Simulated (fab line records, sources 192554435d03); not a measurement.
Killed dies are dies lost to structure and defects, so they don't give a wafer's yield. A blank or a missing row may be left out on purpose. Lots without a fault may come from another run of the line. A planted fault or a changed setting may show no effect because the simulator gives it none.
Which tool did it? | flow n5_finfet | 9 lots, 27 wafers sampled, at 4 steps of a route of 1938

WHAT THE GAUGES READ, wafer by wafer
N5_BEOL_M4_RC_MEAS_101.
lot  | measured     | on        | RS_SD_P (ohm/sq)
L686 | day 10 05:55 | prober-01 | 65.8 66.6 65.5
L689 | day 10 18:31 | prober-02 | 66.5 67.5 65.8
L695 | day 12 11:01 | prober-01 | 65.6 65.3 65.6
L697 | day 12 16:17 | prober-01 | 66.8 67.3 66.6
L700 | day 13 18:05 | prober-02 | 67.0 67.1 66.3
L701 | day 13 23:07 | prober-02 | 65.7 65.8 67.3
L702 | day 14 03:29 | prober-02 | 62.7 62.6 62.9
L703 | day 14 05:38 | prober-01 | 62.7 63.4 62.9
L704 | day 14 15:42 | prober-02 | 65.3 65.7 66.0

WHICH TOOL RAN EACH LOT (tool, then ch and the chambers of the sampled wafers, then the start)
lot  | N5_SD_EPI_P_ETCH_16               | N5_SD_EPI_P_STRIP_40                | N5_SD_EPI_P_EPI_21
L686 | rie_diel-06 ch 2,3, day 4 08:09   | plasma_asher-02 ch 0,1, day 4 08:23 | epi_rpcvd-04 ch 0, day 4 09:16
L689 | rie_diel-01 ch 1,2,3, day 5 00:27 | plasma_asher-02 ch 0,1, day 5 00:40 | epi_rpcvd-02 ch 0, day 5 01:33
L695 | rie_diel-06 ch 0,1,3, day 6 14:29 | plasma_asher-02 ch 0,1, day 6 14:43 | epi_rpcvd-03 ch 0, day 6 15:14
L697 | rie_diel-01 ch 1,2,3, day 7 02:06 | plasma_asher-02 ch 0,1, day 7 02:25 | epi_rpcvd-04 ch 0, day 7 03:17
L700 | rie_diel-06 ch 1,2,3, day 7 17:35 | plasma_asher-02 ch 0,1, day 7 17:48 | epi_rpcvd-04 ch 0, day 7 18:26
L701 | rie_diel-06 ch 0,1, day 8 02:01   | plasma_asher-02 ch 1, day 8 02:13   | epi_rpcvd-02 ch 0, day 8 03:07
L702 | rie_diel-06 ch 0,1, day 8 06:07   | plasma_asher-01 ch 0,1, day 8 06:20 | epi_rpcvd-04 ch 0, day 8 07:13
L703 | rie_diel-01 ch 1,2,3, day 8 12:30 | plasma_asher-02 ch 0,1, day 8 12:43 | epi_rpcvd-04 ch 0, day 8 13:36
L704 | rie_diel-04 ch 1,2,3, day 8 21:26 | plasma_asher-01 ch 0,1, day 8 21:38 | epi_rpcvd-03 ch 0, day 8 22:10
- N5_SD_EPI_P_ETCH_16: etches SiO2 in CHF3/O2, target depth 5 nm.
- N5_SD_EPI_P_STRIP_40: strips in N2/H2.
- N5_SD_EPI_P_EPI_21: deposits SiGe:B, time 355 s.

THE ANSWER, worked out from the rows above alone
Rule: what is usual is taken from the lots themselves. Put in order of their means at a reading, lots are off if they are a third of the lots or fewer, leave a main group of 4 or more, and stand apart from it by a gap of 3 or more times the standard deviation of the main group's means; of several such gaps the widest counts. A main group whose means are all the same, to the digits that the tables above print for the reading, isn't used. A lot without any number at a reading at which 4 lots or more have one is off too. The other lots that the step has rows for count as sound.
Off: L702, L703, at N5_BEOL_M4_RC_MEAS_101 (RS_SD_P). The main group: mean 66.2 ohm/sq, standard deviation 0.51.
A tool fits if, at a process step before that reading, it ran every lot that is off, and no sound lot after the first of them. The gauges at N5_BEOL_M4_RC_MEAS_101 are tried like those tools. One fits: epi_rpcvd-04 at N5_SD_EPI_P_EPI_21. Its last sound lot is L700 (day 7 18:26), its first lot that is off L702 (day 8 07:13): a fault that began between those two fits.

WHAT THE SIMULATOR HAD PUT IN
Process parameter drift: epi_rpcvd-04, from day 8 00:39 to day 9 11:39, at N5_SD_EPI_P_EPI_21. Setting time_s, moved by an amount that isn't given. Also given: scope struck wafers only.
Lots struck among those shown: L702, L703. The rule above found the same.
